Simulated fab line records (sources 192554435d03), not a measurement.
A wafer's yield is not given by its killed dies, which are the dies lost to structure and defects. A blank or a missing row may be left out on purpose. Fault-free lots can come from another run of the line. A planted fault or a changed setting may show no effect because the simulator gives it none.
Matching of chambers ; flow n5Finfet ; N5_BEOL_M2_ILD_DEP_00 on pecvd-01: 3 sister chambers
The step deposits SiOC from DEMS/O2, target thk 79 nm, time 15.3 s. 22 wafers are shown with their chamber, then 11 later ones without.

WAFERS, EACH WITH ITS CHAMBER
wafer;chamber;throttleValvePct (%);showerheadPlenumPTorr (Torr);heaterPowerW (W)
L077.2;1;14.1;5.711;490
L077.5;0;12.5;5.669;473
L077.6;2;11.5;5.711;537
L078.1;0;12.8;5.688;501
L078.2;1;13.9;5.694;468
L078.4;0;12.9;5.687;499
L081.2;0;13.0;5.684;504
L081.4;0;12.7;5.667;398
L081.5;2;11.8;5.695;496
L080.2;1;14.3;5.706;477
L080.3;2;11.7;5.697;483
L080.4;1;14.2;5.711;499
L084.2;2;11.8;5.721;553
L084.5;0;12.8;5.671;450
L084.6;1;14.0;5.700;576
L087.1;0;12.9;5.674;495
L087.3;1;14.1;5.708;562
L087.5;1;14.3;5.719;569
L089.2;2;11.7;5.702;513
L089.3;0;12.8;5.693;456
L089.5;0;13.0;5.668;476
L090.2;0;12.6;5.682;463

SIGNATURES (means of the wafers above)
reading;chamber 0;chamber 1;chamber 2;scatter within a chamber
throttleValvePct;12.800;14.129;11.700;0.151
showerheadPlenumPTorr;5.67830;5.70700;5.70520;0.00942
heaterPowerW;471.50;520.14;516.40;36.9
Rule: for a wafer and a chamber, the distance is found by dividing, reading by reading, the gap between the wafer's reading and the chamber's mean by the reading's scatter, squaring, summing and taking the root. The wafer belongs to the nearest chamber; if the next one is less than 2 further off, it can't be placed. The scatter: take each reading less its chamber's mean, square it, sum over the shown wafers, divide by the number of wafers less the number of chambers, and take the root.

WAFERS WITH NO CHAMBER GIVEN
wafer;throttleValvePct (%);showerheadPlenumPTorr (Torr);heaterPowerW (W)
L090.3;13.7;5.690;531
L090.4;14.0;5.702;526
L095.1;12.8;5.675;456
L095.4;13.7;5.696;462
L095.5;12.9;5.691;449
L096.1;11.9;5.710;451
L096.2;13.9;5.714;569
L096.6;12.6;5.679;456
L097.1;14.1;5.700;538
L097.3;12.6;5.671;471
L097.5;12.9;5.687;479

THE CHAMBER EACH PASSED THROUGH
wafer;from the rows above;in truth
L090.3;1;1
L090.4;1;1
L095.1;0;0
L095.4;1;1
L095.5;0;0
L096.1;2;2
L096.2;1;1
L096.6;0;0
L097.1;1;1
L097.3;0;0
L097.5;0;0
11 of 11 placed correctly. Left unplaced by these rows: 0. Placed wrongly: 0.
